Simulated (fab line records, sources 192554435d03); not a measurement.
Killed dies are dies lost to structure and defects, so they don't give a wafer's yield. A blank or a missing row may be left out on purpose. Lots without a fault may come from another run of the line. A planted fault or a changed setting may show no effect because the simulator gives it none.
A struck lot beside a sound one | flow n5_finfet | 35 steps out of a route of 1938
Sound: wafers L593.1, L593.5, L593.6. Struck: wafers L597.1, L597.2. (L597.5 of the same lot was not struck and is left out.) The cause comes at the end.
At each step with rows: each side's tool, then ch and its chambers, then its first start. Under that, the readings that differ: sound wafers | struck wafers | difference of the means | sigmas: that difference in standard deviations of wafers without a fault.
alike: readings whose means differ by less than 2 such deviations, and words and numbers that are the same on both sides. not compared: withheld readings, readings that some wafer has no value for, bounds like >300 that may hide the same value, and numbers for which the record gives no deviation and whose values overlap.
The two part at a step that has a row with sigmas, a row that says differs or no value, or rows on one side only. Numbers that don't overlap but have no deviation are shown without sigmas and don't part them. A reading that every wafer of one side lacks parts them only if that side has two wafers or more.

first, 8 steps without rows for these wafers: N5_BEOL_M7_SPUTTER_48 (material Cu, target thk 10 nm, time 1.667 s); N5_BEOL_M7_ECD_50 (material Cu, target thk 300 nm); N5_BEOL_M7_ANNEAL_51 (time 90 s); N5_BEOL_M7_CMP_52 (polishes, stops on SiCOH lowk, t overpolish 6.9 s, target thk 80 nm); N5_BEOL_M7_PRE_CLEAN_55 (time 15 s); N5_BEOL_M7_DEP_56 (deposits SiCN from 3MS/NH3, target thk 10 nm, time 17.5 s); N5_BEOL_M8_ILD_DEP_00 (deposits SiCOH lowk from DEMS/porogen, target thk 179.75 nm, time 33.4 s); N5_BEOL_M8_CURE_74 (cures SiCOH lowk, time 240 s).
N5_BEOL_M8_PECVD_70: deposits SiO2 from TEOS/O2, target thk 20 nm, time 22.7 s.
  sound on pecvd-04 ch 0,2, day 10 10:38; struck on pecvd-04 ch 1,2, day 11 06:44
  reading                                    | sound          | struck    | difference | sigmas
  model.SiO2_of_BEOL_M8_PECVD_70.thk_nm (nm) | 20.4 19.8 20.6 | 19.2 19.4 | -1.0       |
  alike: heater_power_outer_w, heater_power_w, showerhead_plenum_p_Torr, showerhead_vpp_V, throttle_valve_pct
then, 25 steps without rows for these wafers: N5_BEOL_M8_HM_DEP_02 (deposits TiN, target thk 20 nm); N5_BEOL_M8_COAT_59 (time 60 s, resist thk 100 nm); N5_BEOL_M8_COAT_60 (time 60 s, resist thk 35 nm); N5_BEOL_M8_COAT_05 (resist thk 90 nm); N5_BEOL_M8_EBR_07; N5_BEOL_M8_SOFTBAKE_06 (time 60 s); N5_BEOL_M8_EXPOSE_08 (exposes mask M8); N5_BEOL_M8_PEB_09 (peb time 60 s); N5_BEOL_M8_DEVELOP_10 (develop time 30 s); N5_BEOL_M8_DESCUM_16 (chemistry O2, time 7.9 s); N5_BEOL_M8_ETCH_61 (etches SiARC in CF4, target depth 45.5 nm, time 75.8 s); N5_BEOL_M8_ETCH_62 (etches SOC in N2/H2, target depth 110 nm, overetch 22 nm, time 165 s); N5_BEOL_M8_STRIP_68 (strips in N2/H2); N5_BEOL_M8_STRIP_67 (strips in CF4); N5_BEOL_M8_HM_OPEN_17 (chemistry Cl2/BCl3, target TiN, target depth 20 nm, overetch 6 nm); N5_BEOL_M8_STRIP_19 (strips in O2); N5_BEOL_M8_COAT_63 (time 60 s, resist thk 60 nm); N5_BEOL_M8_COAT_64 (time 60 s, resist thk 12 nm); N5_BEOL_M8_COAT_71 (time 60 s, resist thk 5 nm); N5_BEOL_M8_COAT_22 (resist thk 30 nm); N5_BEOL_M8_EBR_24; N5_BEOL_M8_SOFTBAKE_23 (time 60 s); N5_BEOL_M8_EXPOSE_25 (exposes mask V7, target cd 40 nm); N5_BEOL_M8_PEB_26 (peb time 60 s); N5_BEOL_M8_DEVELOP_27 (develop time 30 s).
N5_BEOL_M8_HM_STRIP_39: strips TiN in peroxide tin strip, target depth 25 nm, time 158 s.
  sound on wet_bench-03 ch 1,3,4, day 10 15:35; struck on wet_bench-02 ch 4,5, day 11 11:46
  reading                                    | sound          | struck  | difference | sigmas
  model.SiO2_of_BEOL_M8_PECVD_70.thk_nm (nm) | 20.2 19.8 20.4 | 19 19.2 | -1         |

WHERE THEY PART
Nowhere in this record.

WHY: what the simulator had put in
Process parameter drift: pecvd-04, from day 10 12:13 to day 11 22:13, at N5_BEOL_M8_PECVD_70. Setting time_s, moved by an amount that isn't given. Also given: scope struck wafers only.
